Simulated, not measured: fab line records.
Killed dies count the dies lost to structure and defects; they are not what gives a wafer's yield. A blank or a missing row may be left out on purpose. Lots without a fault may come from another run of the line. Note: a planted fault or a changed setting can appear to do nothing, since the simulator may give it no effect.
What tool caused it? / flow nand harc / 14 lots with 42 wafers sampled at 4 steps, on a route of 1159 steps

## WHAT THE GAUGES READ, wafer by wafer
NHARC_END_SORT_01.
lot=L462; measured=day 20 21:47; on=prober-02; defect limited yield (%)=96.0 96.8 97.0; killed at array=25 20 17; killed at other=0 0 0; killed at periphery=2 2 3; killed dies=27 22 20; killed open=3 5 1; killed short=1 1 3; sort_bin_2_pct (%)=1.3 0.3 0.6; sort_bin_3_pct (%)=0 0.15 0; sort_bin_4_pct (%)=2.7 2.8 2.4; sort n pass=650 655 657; sort rim yield pct (%)=97.2 97.2 94.3; sort yield pct (%)=96.0 96.8 97.0
lot=L463; measured=day 21 04:49; on=prober-02; defect limited yield (%)=94.4 93.6 93.9; killed at array=34 41 39; killed at other=0 0 1; killed at periphery=4 2 1; killed dies=38 43 41; killed open=6 4 2; killed short=3 3 2; sort_bin_2_pct (%)=1.6 2.2 2.7; sort_bin_3_pct (%)=0.30 0.30 0.59; sort_bin_4_pct (%)=3.7 3.8 2.8; sort n pass=639 634 636; sort rim yield pct (%)=97.2 97.2 97.2; sort yield pct (%)=94.4 93.6 93.9
lot=L464; measured=day 21 12:37; on=prober-02; defect limited yield (%)=98.5 97.0 96.8; killed at array=9 17 18; killed at other=0 0 0; killed at periphery=1 3 4; killed dies=10 20 22; killed open=0 3 5; killed short=2 6 0; sort_bin_2_pct (%)=0.6 1.0 1.0; sort_bin_3_pct (%)=0.15 0.15 0; sort_bin_4_pct (%)=0.7 1.8 2.2; sort n pass=667 657 655; sort rim yield pct (%)=100.0 96.2 98.1; sort yield pct (%)=98.5 97.0 96.8
lot=L467; measured=day 21 00:14; on=prober-01; defect limited yield (%)=95.4 95.3 94.1; killed at array=27 26 33; killed at other=0 0 0; killed at periphery=4 6 7; killed dies=31 32 40; killed open=4 4 6; killed short=4 2 1; sort_bin_2_pct (%)=1.2 1.3 2.1; sort_bin_3_pct (%)=0.30 0.15 0.30; sort_bin_4_pct (%)=3.1 3.2 3.5; sort n pass=646 645 637; sort rim yield pct (%)=92.5 99.1 94.3; sort yield pct (%)=95.4 95.3 94.1
lot=L466; measured=day 21 08:01; on=prober-01; defect limited yield (%)=97.9 97.2 97.0; killed at array=8 11 10; killed at other=3 3 1; killed at periphery=3 5 9; killed dies=14 19 20; killed open=2 5 3; killed short=1 2 3; sort_bin_2_pct (%)=0.3 0.6 1.0; sort_bin_3_pct (%)=0 0 0.15; sort_bin_4_pct (%)=1.8 2.2 1.8; sort n pass=663 658 657; sort rim yield pct (%)=98.1 99.1 98.1; sort yield pct (%)=97.9 97.2 97.0
lot=L469; measured=day 21 17:22; on=prober-01; defect limited yield (%)=95.6 96.3 96.0; killed at array=30 23 24; killed at other=0 0 0; killed at periphery=0 2 3; killed dies=30 25 27; killed open=7 1 8; killed short=1 0 0; sort_bin_2_pct (%)=1.2 0.4 1.2; sort_bin_3_pct (%)=0.44 0.30 0.44; sort_bin_4_pct (%)=2.8 3.0 2.4; sort n pass=647 652 650; sort rim yield pct (%)=99.1 100.0 96.2; sort yield pct (%)=95.6 96.3 96.0
lot=L470; measured=day 22 00:25; on=prober-01; defect limited yield (%)=94.4 92.8 94.1; killed at array=34 44 34; killed at other=0 1 1; killed at periphery=4 4 5; killed dies=38 49 40; killed open=2 3 2; killed short=0 3 2; sort_bin_2_pct (%)=1.5 2.4 2.1; sort_bin_3_pct (%)=0.44 0.15 0.30; sort_bin_4_pct (%)=3.7 4.7 3.5; sort n pass=639 628 637; sort rim yield pct (%)=93.4 97.2 91.5; sort yield pct (%)=94.4 92.8 94.1
lot=L471; measured=day 22 14:11; on=prober-01; defect limited yield (%)=96.0 94.7 94.5; killed at array=23 32 30; killed at other=0 0 0; killed at periphery=4 4 7; killed dies=27 36 37; killed open=4 3 8; killed short=1 2 3; sort_bin_2_pct (%)=1.0 1.6 1.8; sort_bin_3_pct (%)=0.44 0 0.15; sort_bin_4_pct (%)=2.5 3.7 3.5; sort n pass=650 641 640; sort rim yield pct (%)=96.2 99.1 93.4; sort yield pct (%)=96.0 94.7 94.5
lot=L472; measured=day 22 04:19; on=prober-02; defect limited yield (%)=94.8 95.4 95.1; killed at array=33 27 31; killed at other=0 0 0; killed at periphery=2 4 2; killed dies=35 31 33; killed open=3 6 3; killed short=4 2 2; sort_bin_2_pct (%)=1.8 1.6 0.9; sort_bin_3_pct (%)=0 0.30 0.74; sort_bin_4_pct (%)=3.4 2.7 3.2; sort n pass=642 646 644; sort rim yield pct (%)=97.2 96.2 95.3; sort yield pct (%)=94.8 95.4 95.1
lot=L474; measured=day 22 15:48; on=prober-02; defect limited yield (%)=50.8 94.8 48.7; killed at array=20 34 28; killed at other=0 0 1; killed at periphery=313 1 318; killed dies=333 35 347; killed open=3 3 1; killed short=1 5 1; sort_bin_2_pct (%)=17.0 2.1 17.6; sort_bin_3_pct (%)=3.99 0.44 2.95; sort_bin_4_pct (%)=28.2 2.7 30.7; sort n pass=344 642 330; sort rim yield pct (%)=56.6 95.3 49.1; sort yield pct (%)=50.8 94.8 48.7
lot=L473; measured=day 23 10:49; on=prober-02; defect limited yield (%)=94.1 44.5 46.2; killed at array=33 30 21; killed at other=5 0 1; killed at periphery=2 346 342; killed dies=40 376 364; killed open=7 3 1; killed short=0 2 2; sort_bin_2_pct (%)=1.8 19.9 20.7; sort_bin_3_pct (%)=0.15 2.51 5.02; sort_bin_4_pct (%)=4.0 33.1 28.1; sort n pass=637 301 313; sort rim yield pct (%)=98.1 45.3 54.7; sort yield pct (%)=94.1 44.5 46.2
lot=L475; measured=day 23 00:26; on=prober-01; defect limited yield (%)=93.8 93.2 93.9; killed at array=39 41 37; killed at other=3 3 2; killed at periphery=0 2 2; killed dies=42 46 41; killed open=4 3 8; killed short=2 2 2; sort_bin_2_pct (%)=2.5 2.4 1.8; sort_bin_3_pct (%)=0.15 0.30 0.30; sort_bin_4_pct (%)=3.5 4.1 4.0; sort n pass=635 631 636; sort rim yield pct (%)=95.3 98.1 92.5; sort yield pct (%)=93.8 93.2 93.9
lot=L483; measured=day 24 18:05; on=prober-01; defect limited yield (%)=97.2 96.0 96.5; killed at array=15 23 23; killed at other=0 0 0; killed at periphery=4 4 1; killed dies=19 27 24; killed open=2 2 0; killed short=2 3 5; sort_bin_2_pct (%)=1.0 1.3 0.7; sort_bin_3_pct (%)=0.15 0 0.30; sort_bin_4_pct (%)=1.6 2.7 2.5; sort n pass=658 650 653; sort rim yield pct (%)=98.1 94.3 99.1; sort yield pct (%)=97.2 96.0 96.5
lot=L484; measured=day 25 02:52; on=prober-02; defect limited yield (%)=96.3 96.5 96.5; killed at array=25 23 24; killed at other=0 0 0; killed at periphery=0 1 0; killed dies=25 24 24; killed open=2 2 3; killed short=2 0 0; sort_bin_2_pct (%)=0.9 0.7 1.5; sort_bin_3_pct (%)=0.44 0.30 0.15; sort_bin_4_pct (%)=2.4 2.5 1.9; sort n pass=652 653 653; sort rim yield pct (%)=94.3 93.4 98.1; sort yield pct (%)=96.3 96.5 96.5

## WHICH TOOL RAN EACH LOT (tool, then ch and the chambers of the sampled wafers, then the start)
lot=L462; NHARC_P_M1_ECD_22=ecd cu-02 ch 0,1, day 6 16:21; NHARC_THIN_TSV_PVD_19=pvd sputter-03, day 19 11:34 or earlier; NHARC_THIN_TSV_STRIP_56=plasma asher-02 ch 0,1, day 19 11:34
lot=L463; NHARC_P_M1_ECD_22=ecd cu-01 ch 0,1, day 6 16:40; NHARC_THIN_TSV_PVD_19=pvd sputter-02, day 19 14:35 or earlier; NHARC_THIN_TSV_STRIP_56=plasma asher-01 ch 0, day 19 14:35
lot=L464; NHARC_P_M1_ECD_22=ecd cu-01 ch 0,1, day 7 03:16; NHARC_THIN_TSV_PVD_19=pvd sputter-02, day 19 18:08 or earlier; NHARC_THIN_TSV_STRIP_56=plasma asher-01 ch 0,1, day 19 18:08
lot=L467; NHARC_P_M1_ECD_22=ecd cu-01 ch 0,1, day 7 08:40; NHARC_THIN_TSV_PVD_19=pvd sputter-02, day 19 13:37 or earlier; NHARC_THIN_TSV_STRIP_56=plasma asher-02 ch 0,1, day 19 13:37
lot=L466; NHARC_P_M1_ECD_22=ecd cu-01 ch 0,1, day 7 09:12; NHARC_THIN_TSV_PVD_19=pvd sputter-02, day 19 16:49 or earlier; NHARC_THIN_TSV_STRIP_56=plasma asher-01 ch 0,1, day 19 16:49
lot=L469; NHARC_P_M1_ECD_22=ecd cu-01 ch 0,1, day 8 04:48; NHARC_THIN_TSV_PVD_19=pvd sputter-03, day 20 17:35 or earlier; NHARC_THIN_TSV_STRIP_56=plasma asher-01 ch 0,1, day 20 17:35
lot=L470; NHARC_P_M1_ECD_22=ecd cu-01 ch 0,1, day 8 05:41; NHARC_THIN_TSV_PVD_19=pvd sputter-01, day 21 16:09 or earlier; NHARC_THIN_TSV_STRIP_56=plasma asher-02 ch 0,1, day 21 16:09
lot=L471; NHARC_P_M1_ECD_22=ecd cu-01 ch 0,1, day 8 19:33; NHARC_THIN_TSV_PVD_19=pvd sputter-03, day 22 04:54 or earlier; NHARC_THIN_TSV_STRIP_56=plasma asher-01 ch 0,1, day 22 04:54
lot=L472; NHARC_P_M1_ECD_22=ecd cu-01 ch 0, day 8 20:31; NHARC_THIN_TSV_PVD_19=pvd sputter-02, day 21 17:26 or earlier; NHARC_THIN_TSV_STRIP_56=plasma asher-01 ch 0,1, day 21 17:26
lot=L474; NHARC_P_M1_ECD_22=ecd cu-01 ch 0,1, day 9 05:31; NHARC_THIN_TSV_PVD_19=pvd sputter-02, day 22 06:19 or earlier; NHARC_THIN_TSV_STRIP_56=plasma asher-01 ch 0,1, day 22 06:19
lot=L473; NHARC_P_M1_ECD_22=ecd cu-01 ch 0,1, day 9 11:52; NHARC_THIN_TSV_PVD_19=pvd sputter-02, day 23 00:34 or earlier; NHARC_THIN_TSV_STRIP_56=plasma asher-02 ch 0,1, day 23 00:34
lot=L475; NHARC_P_M1_ECD_22=ecd cu-02 ch 0,1, day 9 19:43; NHARC_THIN_TSV_PVD_19=pvd sputter-02, day 22 14:43 or earlier; NHARC_THIN_TSV_STRIP_56=plasma asher-01 ch 0,1, day 22 14:43
lot=L483; NHARC_P_M1_ECD_22=ecd cu-02 ch 0,1, day 11 13:02; NHARC_THIN_TSV_PVD_19=pvd sputter-01, day 24 08:36 or earlier; NHARC_THIN_TSV_STRIP_56=plasma asher-01 ch 0,1, day 24 08:36
lot=L484; NHARC_P_M1_ECD_22=ecd cu-02 ch 0,1, day 12 03:01; NHARC_THIN_TSV_PVD_19=pvd sputter-02, day 24 18:38 or earlier; NHARC_THIN_TSV_STRIP_56=plasma asher-01 ch 0,1, day 24 18:38
- NHARC_P_M1_ECD_22: material Cu, target thk 400 nm.
- NHARC_THIN_TSV_PVD_19: deposits TaN, target thk 20 nm.
- NHARC_THIN_TSV_STRIP_56: strips in O2.

## WHAT THE TOOLS THEMSELVES READ (means of the sampled wafers that have a number; where no wafer has one, the mark that the record gives instead)
NHARC_THIN_TSV_PVD_19.
lot=L462; tool=pvd sputter-03; throttle valve pct (%)=29.9
lot=L463; tool=pvd sputter-02; throttle valve pct (%)=30.9
lot=L464; tool=pvd sputter-02; throttle valve pct (%)=30.9
lot=L467; tool=pvd sputter-02; throttle valve pct (%)=30.4
lot=L466; tool=pvd sputter-02; throttle valve pct (%)=30.4
lot=L469; tool=pvd sputter-03; throttle valve pct (%)=30.9
lot=L470; tool=pvd sputter-01; throttle valve pct (%)=30.8
lot=L471; tool=pvd sputter-03; throttle valve pct (%)=30.0
lot=L472; tool=pvd sputter-02; throttle valve pct (%)=30.8
lot=L474; tool=pvd sputter-02; throttle valve pct (%)=31.3
lot=L473; tool=pvd sputter-02; throttle valve pct (%)=31.0
lot=L475; tool=pvd sputter-02; throttle valve pct (%)=30.4
lot=L483; tool=pvd sputter-01; throttle valve pct (%)=30.6
lot=L484; tool=pvd sputter-02; throttle valve pct (%)=30.5

NHARC_THIN_TSV_STRIP_56.
lot=L462; tool=plasma asher-02; drypump motor current A (A)=6.02; heater power w (W)=355
lot=L463; tool=plasma asher-01; drypump motor current A (A)=5.68; heater power w (W)=304
lot=L464; tool=plasma asher-01; drypump motor current A (A)=5.52; heater power w (W)=310
lot=L467; tool=plasma asher-02; drypump motor current A (A)=6.03; heater power w (W)=353
lot=L466; tool=plasma asher-01; drypump motor current A (A)=5.51; heater power w (W)=311
lot=L469; tool=plasma asher-01; drypump motor current A (A)=5.49; heater power w (W)=300
lot=L470; tool=plasma asher-02; drypump motor current A (A)=5.82; heater power w (W)=385
lot=L471; tool=plasma asher-01; drypump motor current A (A)=5.53; heater power w (W)=302
lot=L472; tool=plasma asher-01; drypump motor current A (A)=5.50; heater power w (W)=300
lot=L474; tool=plasma asher-01; drypump motor current A (A)=5.58; heater power w (W)=301
lot=L473; tool=plasma asher-02; drypump motor current A (A)=5.83; heater power w (W)=386
lot=L475; tool=plasma asher-01; drypump motor current A (A)=5.62; heater power w (W)=305
lot=L483; tool=plasma asher-01; drypump motor current A (A)=5.49; heater power w (W)=311
lot=L484; tool=plasma asher-01; drypump motor current A (A)=5.62; heater power w (W)=302

## THE ANSWER, worked out from the rows above alone
Rule: the usual values come from the lots themselves. Put in order of their means at a reading, lots are off if they are a third of the lots or fewer, leave a main group of 4 or more, and stand apart from it by a gap of 3 or more times the standard deviation of the main group's means; of several such gaps the widest counts. The tables above print the reading to a certain number of digits; a main group whose means all agree to those digits is not used. Also off: a lot with no number at a reading for which 4 or more lots have one. Where the step has rows for the other lots, those lots are counted as sound. Order of review: gauges by route order, followed by the tools' own readings, for which a lot's mean as printed above is used. The first step at which some lot is off is used, and at that step the reading that is off furthest; a lot without a number counts as furthest.
Off, at NHARC_END_SORT_01 on killed at periphery: L474, L473. The main group has a mean of 3.1 with a standard deviation of 1.7.
If a tool, at a process step before that reading, ran all the lots that are off and no sound lot after the first of them, it fits. The gauges at NHARC_END_SORT_01 are tried like those tools. Because NHARC_THIN_TSV_PVD_19 lacks a start for some lots, the hours and order of its lots are taken from NHARC_THIN_TSV_STRIP_56. One fits: NHARC_P_M1_ECD_22 on ecd cu-01. A fault onset in the window from L472 (day 8 20:31, its last sound lot) to L474 (day 9 05:31, its first lot off) fits.

## WHAT THE SIMULATOR HAD INSERTED
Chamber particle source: ecd cu-01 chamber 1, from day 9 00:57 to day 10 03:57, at NHARC_P_M1_ECD_22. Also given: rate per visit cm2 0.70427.
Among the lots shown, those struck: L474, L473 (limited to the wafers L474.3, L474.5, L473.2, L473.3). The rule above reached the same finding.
